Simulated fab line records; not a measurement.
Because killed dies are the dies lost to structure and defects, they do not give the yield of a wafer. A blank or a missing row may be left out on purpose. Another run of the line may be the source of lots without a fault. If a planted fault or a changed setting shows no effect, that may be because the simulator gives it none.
Chamber matching / flow n5Finfet / N5_BEOL_M2_CMP_52 on cmp-02 has 4 sister chambers
The step polishes, stops on SiOC, t overpolish 6.8 s, target thk 40 nm. 16 wafers are shown with their chamber, then 8 later ones without.

== WAFERS PAIRED WITH THEIR CHAMBERS ==
wafer=L074.1; chamber=1; motorCurrentA (A)=5.9; timeToEndpointS (s)=70; barrierFieldEndpointS (s)=25.3
wafer=L074.3; chamber=0; motorCurrentA (A)=5.8; timeToEndpointS (s)=65; barrierFieldEndpointS (s)=25.7
wafer=L074.5; chamber=0; motorCurrentA (A)=5.8; timeToEndpointS (s)=64; barrierFieldEndpointS (s)=25.4
wafer=L078.2; chamber=2; motorCurrentA (A)=6.9; timeToEndpointS (s)=63; barrierFieldEndpointS (s)=25.2
wafer=L078.4; chamber=1; motorCurrentA (A)=5.7; timeToEndpointS (s)=71; barrierFieldEndpointS (s)=27.2
wafer=L078.5; chamber=2; motorCurrentA (A)=6.2; timeToEndpointS (s)=63; barrierFieldEndpointS (s)=24.6
wafer=L081.2; chamber=0; motorCurrentA (A)=5.6; timeToEndpointS (s)=64; barrierFieldEndpointS (s)=24.9
wafer=L081.4; chamber=3; motorCurrentA (A)=5.4; timeToEndpointS (s)=65; barrierFieldEndpointS (s)=24.5
wafer=L081.5; chamber=2; motorCurrentA (A)=6.6; timeToEndpointS (s)=60; barrierFieldEndpointS (s)=25.1
wafer=L084.1; chamber=2; motorCurrentA (A)=6.8; timeToEndpointS (s)=64; barrierFieldEndpointS (s)=23.8
wafer=L084.3; chamber=3; motorCurrentA (A)=5.3; timeToEndpointS (s)=63; barrierFieldEndpointS (s)=24.6
wafer=L084.4; chamber=0; motorCurrentA (A)=6.1; timeToEndpointS (s)=65; barrierFieldEndpointS (s)=25.2
wafer=L083.2; chamber=3; motorCurrentA (A)=5.4; timeToEndpointS (s)=63; barrierFieldEndpointS (s)=24.4
wafer=L083.4; chamber=1; motorCurrentA (A)=5.7; timeToEndpointS (s)=66; barrierFieldEndpointS (s)=25.1
wafer=L083.5; chamber=2; motorCurrentA (A)=6.3; timeToEndpointS (s)=62; barrierFieldEndpointS (s)=24.8
wafer=L092.2; chamber=1; motorCurrentA (A)=5.5; timeToEndpointS (s)=64; barrierFieldEndpointS (s)=24.5

SIGNATURES (averages over the wafers above)
reading=motorCurrentA; chamber 0=5.825; chamber 1=5.700; chamber 2=6.560; chamber 3=5.367; scatter within a chamber=0.221
reading=timeToEndpointS; chamber 0=64.50; chamber 1=67.75; chamber 2=62.40; chamber 3=63.67; scatter within a chamber=1.95
reading=barrierFieldEndpointS; chamber 0=25.300; chamber 1=25.525; chamber 2=24.700; chamber 3=24.500; scatter within a chamber=0.688
Rule: a wafer lies at a distance from a chamber equal to the root of the sum of squares, over the readings, of (its reading less the chamber's mean, divided by the reading's scatter). The wafer belongs to the nearest chamber; if the next one is less than 2 further off, it can't be placed. The scatter: take each reading less its chamber's mean, square it, sum over the shown wafers, divide by the number of wafers less the number of chambers, and take the root.

== WAFERS MISSING THEIR CHAMBER ==
wafer=L092.5; motorCurrentA (A)=5.6; timeToEndpointS (s)=64; barrierFieldEndpointS (s)=25.2
wafer=L092.6; motorCurrentA (A)=6.8; timeToEndpointS (s)=61; barrierFieldEndpointS (s)=24.3
wafer=L095.1; motorCurrentA (A)=5.7; timeToEndpointS (s)=65; barrierFieldEndpointS (s)=25.4
wafer=L095.5; motorCurrentA (A)=5.4; timeToEndpointS (s)=68; barrierFieldEndpointS (s)=25.8
wafer=L095.6; motorCurrentA (A)=5.8; timeToEndpointS (s)=69; barrierFieldEndpointS (s)=26.4
wafer=L096.1; motorCurrentA (A)=5.5; timeToEndpointS (s)=67; barrierFieldEndpointS (s)=25.3
wafer=L096.2; motorCurrentA (A)=5.0; timeToEndpointS (s)=69; barrierFieldEndpointS (s)=24.8
wafer=L096.3; motorCurrentA (A)=6.2; timeToEndpointS (s)=67; barrierFieldEndpointS (s)=24.6

== WHICH CHAMBER EACH WENT THROUGH ==
wafer=L092.5; from the rows above=can't be placed: 0 or 3 or 1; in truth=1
wafer=L092.6; from the rows above=2; in truth=2
wafer=L095.1; from the rows above=can't be placed: 0 or 1 or 3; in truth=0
wafer=L095.5; from the rows above=can't be placed: 1 or 0 or 3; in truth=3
wafer=L095.6; from the rows above=can't be placed: 1 or 0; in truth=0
wafer=L096.1; from the rows above=can't be placed: 1 or 0 or 3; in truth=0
wafer=L096.2; from the rows above=can't be placed: 3 or 1 or 0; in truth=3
wafer=L096.3; from the rows above=can't be placed: 0 or 1 or 2 or 3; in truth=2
1 of 8 placed correctly. These rows do not allow placing 7 (true chamber among the candidates in 7). Placed wrongly: 0.
